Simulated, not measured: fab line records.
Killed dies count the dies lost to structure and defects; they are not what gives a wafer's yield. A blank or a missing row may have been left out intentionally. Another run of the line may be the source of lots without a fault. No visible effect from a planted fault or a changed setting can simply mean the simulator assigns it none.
Chamber matching | flow n5 finfet | N5_BEOL_M0_PRE_CLEAN_131 on cvd co-02 has 3 sister chambers
The step time 15 s. 24 wafers are shown with their chamber, then 12 later ones without.

## EACH WAFER AND ITS CHAMBER
wafer  | chamber | heater power w (W) | rf fwd power W (W)
L074.4 | 1       | 52                 | 294.7
L074.5 | 0       | 86                 | 296.0
L074.6 | 2       | 81                 | 297.8
L075.2 | 0       | 86                 | 297.7
L075.3 | 1       | 52                 | 294.7
L075.4 | 2       | 83                 | 295.5
L076.1 | 0       | 87                 | 297.4
L076.3 | 2       | 80                 | 295.0
L076.4 | 2       | 80                 | 295.6
L078.1 | 1       | 52                 | 294.4
L078.2 | 0       | 89                 | 296.7
L078.4 | 0       | 90                 | 296.8
L079.2 | 1       | 52                 | 296.2
L079.3 | 2       | 84                 | 295.7
L079.5 | 1       | 52                 | 294.5
L080.1 | 1       | 53                 | 293.4
L080.5 | 2       | 82                 | 296.8
L080.6 | 1       | 53                 | 292.2
L083.1 | 0       | 88                 | 298.0
L083.2 | 1       | 51                 | 294.8
L083.5 | 2       | 85                 | 295.8
L086.1 | 2       | 81                 | 296.9
L086.3 | 0       | 89                 | 295.8
L086.4 | 1       | 51                 | 293.8

SIGNATURES, as means of the wafers listed above
reading        | chamber 0 | chamber 1 | chamber 2 | scatter within a chamber
heater power w | 87.86     | 52.00     | 82.00     | 1.43
rf fwd power W | 296.914   | 294.300   | 296.137   | 0.975
Rule: for each reading, subtract the chamber's mean from the wafer's reading, divide by that reading's scatter and square the result; add these up over the readings and take the root, which gives the wafer's distance from the chamber. The wafer belongs to the nearest chamber; if the next one is less than 2 further off, it can't be placed. The scatter is the square root of a quotient: the sum, over the shown wafers, of each reading's squared deviation from its chamber's mean, divided by wafers minus chambers.

## WAFERS MISSING THEIR CHAMBER
wafer  | heater power w (W) | rf fwd power W (W)
L088.3 | 51                 | 294.2
L088.5 | 51                 | 294.6
L088.6 | 84                 | 297.2
L089.4 | 90                 | 297.7
L089.5 | 83                 | 295.5
L089.6 | 53                 | 296.1
L093.2 | 53                 | 293.9
L093.4 | 82                 | 295.7
L093.6 | 90                 | 295.9
L095.1 | 89                 | 298.3
L095.5 | 88                 | 298.9
L095.6 | 82                 | 295.9

## EACH ONE'S CHAMBER
wafer  | from the rows above     | in truth
L088.3 | 1                       | 1
L088.5 | 1                       | 1
L088.6 | can't be placed: 2 or 0 | 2
L089.4 | 0                       | 0
L089.5 | 2                       | 2
L089.6 | 1                       | 1
L093.2 | 1                       | 1
L093.4 | 2                       | 2
L093.6 | 0                       | 0
L095.1 | 0                       | 0
L095.5 | 0                       | 0
L095.6 | 2                       | 2
11 of 12 placed correctly. Can't be placed from these rows: 1 (the true chamber is among the candidates in 1). Wrongly placed: 0.
